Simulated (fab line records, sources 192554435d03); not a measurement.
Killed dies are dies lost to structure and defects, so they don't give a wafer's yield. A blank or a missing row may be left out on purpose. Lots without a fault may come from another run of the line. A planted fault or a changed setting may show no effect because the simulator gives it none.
Problem report in the 8D (eight disciplines) form, filled by code | flow n5_finfet | the parts of the form that need people (team, actions taken, sign-off) are left out

1. THE PROBLEM
raw_defect_count at N5_BEOL_M1_INSPECT_30 reads a mean of 1374 on 6 wafers of 2 lots; wafers without a fault read 391 with a standard deviation of 93. That is +11 standard deviations from the usual mean.
The step: inspects for defects (brightfield).
First seen on wafer L181.2, day 8 23:38, on defect_inspect-01. The record holds 24 wafers of 8 lots with a number at this step. Rule for "out", or "out of limits": more than 4 standard deviations from the usual mean. The other wafers with a number count as sound.

2. WHAT IT IS AND WHAT IT IS NOT
question                    | is                                   | is not
which readings at this step | raw_defect_count                     | -
which lots                  | L181, L183                           | L173, L179, L185, L186, L188, L190
which wafers of those lots  | all that have a number               | -
read on which gauges        | defect_inspect-01, defect_inspect-02 | -
when                        | from day 8 23:38                     | up to then (6 sound wafers); but 12 sound wafers of L185, L186, L188, L190 came after

3. SUSPECTS, AND WHAT RULES EACH OUT
Counting: a tool at a process step up to the reading stays a suspect if it ran every lot that is out and no sound lot after the first of them.
- the gauge at N5_BEOL_M1_INSPECT_30: ruled out. The wafers that are out were read on 2 gauges (defect_inspect-01, defect_inspect-02).
- rie_diel-05 at N5_BEOL_M1_STRIP_19 (strips in O2): kept. It ran every lot that is out, first L181 (day 8 23:02), and no sound lot after that; its last sound lot up to then is L179 (day 8 12:11).
Left after counting: rie_diel-05 at N5_BEOL_M1_STRIP_19.

4. THE CAUSE (what the simulator had put in)
Chamber particle source: rie_diel-05, from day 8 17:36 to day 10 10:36, at N5_BEOL_M1_STRIP_19. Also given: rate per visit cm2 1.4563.
Counting left only this tool.

5. THE CHAIN OF EFFECTS, in route order
Each row: a reading whose mean over the struck wafers that have a number lies more than 3 standard deviations from the usual. Only readings for which the record gives a usual standard deviation are gone through. hours: the time from each lot's start at the first step in this table that gives one to its start at this step, as a median over the lots. sigmas: the change in usual standard deviations.
hours | step                    | reading              | usual  | on struck wafers | change | sigmas
0     | N5_BEOL_M1_INSPECT_30   | raw_defect_count     | 391    | 1374             | +982   | +11
150   | N5_PASSIVATION_PROBE_49 | defect_limited_yield | 91.4 % | 86.5             | -4.9   | -3.7
150   | N5_PASSIVATION_PROBE_49 | killed_at_M0_to_M3   | 34     | 93               | +59    | +5.9
150   | N5_PASSIVATION_PROBE_49 | killed_dies          | 101    | 159              | +58    | +3.9
150   | N5_PASSIVATION_PROBE_49 | killed_on_rim        | 13     | 28               | +15    | +3.8
150   | N5_PASSIVATION_PROBE_49 | sort_bin_5_function  | 5.0 %  | 7.7              | +2.7   | +3.3
150   | N5_PASSIVATION_PROBE_49 | sort_n_pass          | 1079   | 1021             | -58    | -3.9
150   | N5_PASSIVATION_PROBE_49 | sort_yield_pct       | 91.4 % | 86.5             | -4.9   | -3.7
The process steps in it:
- N5_PASSIVATION_PROBE_49
Later measuring or inspecting steps at which every struck wafer that the step has a row for has a number for every such reading, and none has moved that far: N5_BEOL_M4_RC_MEAS_101.

6. WHAT WOULD HAVE CAUGHT IT SOONER
In this record the first reading out of limits at a measuring or inspecting step was taken at day 8 23:38, 6 hours after the fault began at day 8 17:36.
Of the tool readings at N5_BEOL_M1_STRIP_19 for which the record gives a usual standard deviation, none was out on any struck wafer, so an alarm limit of 4 standard deviations on them would not have fired.
Of the lots that are out (2), L183 began N5_BEOL_M1_STRIP_19 on rie_diel-05 after day 8 23:38. A hold on the tool at that time would have spared it.
